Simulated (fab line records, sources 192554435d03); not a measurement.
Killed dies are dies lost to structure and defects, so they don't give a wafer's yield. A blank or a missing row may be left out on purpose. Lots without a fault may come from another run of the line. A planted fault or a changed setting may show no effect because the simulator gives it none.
Problem report in the 8D (eight disciplines) form, filled by code | flow n5_finfet | the parts of the form that need people (team, actions taken, sign-off) are left out

1. THE PROBLEM
killed_at_front_end at N5_PASSIVATION_PROBE_49 reads a mean of 102 on 3 wafers of 1 lot; wafers without a fault read 39 with a standard deviation of 9.6. That is +6.6 standard deviations from the usual mean.
First seen on wafer L731.1, day 13 06:44, on prober-01. The record holds 21 wafers of 7 lots with a number at this step. Rule for "out", or "out of limits": more than 4 standard deviations from the usual mean. The other wafers with a number count as sound.

2. WHAT IT IS AND WHAT IT IS NOT
question                    | is                     | is not
which readings at this step | killed_at_front_end    | killed_at_M0_to_M3, killed_at_contacts, killed_at_other, killed_open, sort_bin_6_memory, sort_bin_8_speed
which lots                  | L731                   | L729, L739, L741, L742, L743, L746
which wafers of those lots  | all that have a number | -
read on which tools         | prober-01              | prober-02
when                        | from day 13 06:44      | up to then (3 sound wafers); but 15 sound wafers of L739, L741, L742, L743, L746 came after

3. SUSPECTS, AND WHAT RULES EACH OUT
Counting: a tool at a process step up to the reading stays a suspect if it ran every lot that is out and no sound lot after the first of them.
- plasma_asher-01 at N5_HKMG_FIN_STRIP_88 (strips in N2/H2, time 360 s): kept. It ran the lot that is out, L731 (day 4 20:02), and no sound lot after that; its last sound lot up to then is L729 (day 4 03:17).
- rie_diel-04 at N5_PASSIVATION_ETCH_15 (etches SiCN in CF4/N2, target depth 75 nm, time 81.2 s): ruled out as a lasting fault. Sound lots L741, L743, L746 ran on it after its first lot that is out, L731 (day 13 02:26). N5_PASSIVATION_ETCH_15 gives no start for some lots, so the hours and the order of its lots are those of N5_PASSIVATION_STRIP_34.
- rie_diel-02 at N5_PASSIVATION_STRIP_34 (strips in O2): ruled out as a lasting fault. Sound lots L739, L742, L741, L743 ran on it after its first lot that is out, L731 (day 13 02:26).
- pecvd-04 at N5_PASSIVATION_PECVD_35 (deposits SiNx from SiH4/NH3/N2, target thk 700 nm, time 151.3 s): ruled out as a lasting fault. Sound lots L746 ran on it after its first lot that is out, L731 (day 13 03:03).
- prober-01 at N5_PASSIVATION_PROBE_49: ruled out as a lasting fault. Sound lots L739, L742, L741, L743, L746 ran on it after its first lot that is out, L731 (day 13 06:44).
Left after counting: plasma_asher-01 at N5_HKMG_FIN_STRIP_88.

4. THE CAUSE (what the simulator had put in)
Chamber particle source: plasma_asher-01, from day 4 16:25 on, at N5_HKMG_FIN_STRIP_88. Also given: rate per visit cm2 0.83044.
Counting left only this tool.

5. THE CHAIN OF EFFECTS, in route order
Each row: a reading whose mean over the struck wafers that have a number lies more than 3 standard deviations from the usual. Only readings for which the record gives a usual standard deviation are gone through. hours: the time from each lot's start at the first step in this table that gives one to its start at this step, as a median over the lots. sigmas: the change in usual standard deviations.
hours | step                    | reading              | usual  | on struck wafers | change | sigmas
0     | N5_PASSIVATION_PROBE_49 | defect_limited_yield | 91.7 % | 87.3             | -4.4   | -3.2
0     | N5_PASSIVATION_PROBE_49 | killed_at_front_end  | 39     | 102              | +63    | +6.6
0     | N5_PASSIVATION_PROBE_49 | killed_dies          | 98     | 150              | +52    | +3.2
0     | N5_PASSIVATION_PROBE_49 | killed_on_rim        | 13     | 26               | +13    | +3.1
0     | N5_PASSIVATION_PROBE_49 | sort_bin_5_function  | 4.9 %  | 7.8              | +2.9   | +3.0
The process steps in it:
- N5_PASSIVATION_PROBE_49

6. WHAT WOULD HAVE CAUGHT IT SOONER
In this record the first reading out of limits was taken at day 13 06:44, 206 hours after the fault began at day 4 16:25.
Of the tool readings at N5_HKMG_FIN_STRIP_88 for which the record gives a usual standard deviation, none was out on any struck wafer, so an alarm limit of 4 standard deviations on them would not have fired.
All the lots that are out (1) had begun N5_HKMG_FIN_STRIP_88 on plasma_asher-01 by day 13 06:44. A hold on the tool at that time would have spared none of them.
